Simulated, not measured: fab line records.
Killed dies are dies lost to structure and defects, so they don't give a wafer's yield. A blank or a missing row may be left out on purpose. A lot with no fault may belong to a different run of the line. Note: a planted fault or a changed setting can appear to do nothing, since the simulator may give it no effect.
One fault through the eyes of 2 desks    flow n5-finfet    only its own numbers are on each desk; what lay behind them is given at the end

== FOR THE TOOL OWNER'S DESK: pecvd-02 ==
The tool's own readings at N5_BEOL_M14_ILD_DEP_00 (deposits SiO2 from TEOS/O2, target thk 1119.3 nm, time 237.4 s): means of the sampled wafers that have a number, for each lot that ran on this tool. A lot is out of limits, marked OUT, if its mean lies more than 4 standard deviations from the usual mean; the brackets give that distance.
Columns: A = heater-power-w at N5_BEOL_M14_ILD_DEP_00, usual 568 W; B = run-length-s at N5_BEOL_M14_ILD_DEP_00, usual 280.6 s; C = showerhead-plenum-p-Torr at N5_BEOL_M14_ILD_DEP_00, usual 8.37 Torr; D = susceptor-temp-C at N5_BEOL_M14_ILD_DEP_00, usual 400.00 C; E = throttle-valve-pct at N5_BEOL_M14_ILD_DEP_00, usual 18.5 %
lot   first seen here  A    B                C     D       E
L401  day 11 05:35     474  281.4            8.39  400.09  18.1
L403  day 11 20:52     556  280.0            8.40  400.00  18.6
L405  day 12 06:55     500  280.4            8.38  399.90  18.5
L406  day 12 23:24     491  280.5            8.37  399.67  18.4
L407  day 13 06:58     537  280.5            8.41  399.93  18.1
L416  day 16 03:07     609  342.8 (+93) OUT  8.40  399.79  18.5
L418  day 16 03:24     504  343.0 (+93) OUT  8.37  400.11  18.4
This desk's finding: out of limits on L416, L418; first on L416, day 16 03:07 (run-length-s at N5_BEOL_M14_ILD_DEP_00). Within limits: L401, L403, L405, L406, L407.

== FROM THE METROLOGY DESK ==
What the gauges read, lot by lot, whatever tool the lot ran on: means of the sampled wafers that have a number. A lot is out of limits, marked OUT, if its mean lies more than 4 standard deviations from the usual mean; the brackets give that distance.
Columns: A = M13_THK at N5_BEOL_M13_THK_MEAS_50, usual 432 nm; B = M14_ILD_THK at N5_BEOL_M14_THK_MEAS_01, usual 1113 nm; C = cd-nm at N5_BEOL_M14_CD_MEAS_17, usual 250.8 nm
lot   first seen here  A    B               C
L399  day 10 22:25     432  1112            249.2
L401  day 11 05:24     425  1111            252.9
L403  day 11 20:41     434  1097            252.0
L405  day 12 06:41     423  1113            249.4
L406  day 12 23:13     433  1092            251.3
L407  day 13 06:47     431  1104            250.7
L419  day 15 20:36     428  1123            253.3
L416  day 16 02:55     428  1401 (+21) OUT  253.5
L418  day 16 03:13     430  1393 (+20) OUT  254.1
L422  day 17 06:06     433  1111            250.7
Finding of this desk: L416, L418 out of limits, first seen on L416 at day 16 03:19 (M14_ILD_THK at N5_BEOL_M14_THK_MEAS_01). Within limits: L399, L401, L403, L405, L406, L407, L419, L422.

== BROUGHT TOGETHER ==
The tool owner's desk had the chance to raise an alarm at day 16 03:07 on L416, L418.
Metrology desk: alarm possible at day 16 03:19 on L416, L418.
All the named lots went through N5_BEOL_M14_ILD_DEP_00 on pecvd-02.

== WHAT THE SIMULATOR HAD PUT IN ==
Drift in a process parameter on pecvd-02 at N5_BEOL_M14_ILD_DEP_00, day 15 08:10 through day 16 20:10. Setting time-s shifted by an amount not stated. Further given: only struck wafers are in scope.
Struck lots among those shown: L416, L418.
Hours from the fault's start to each desk's first reading out of limits: the tool owner's desk, 19; the metrology desk, 19.
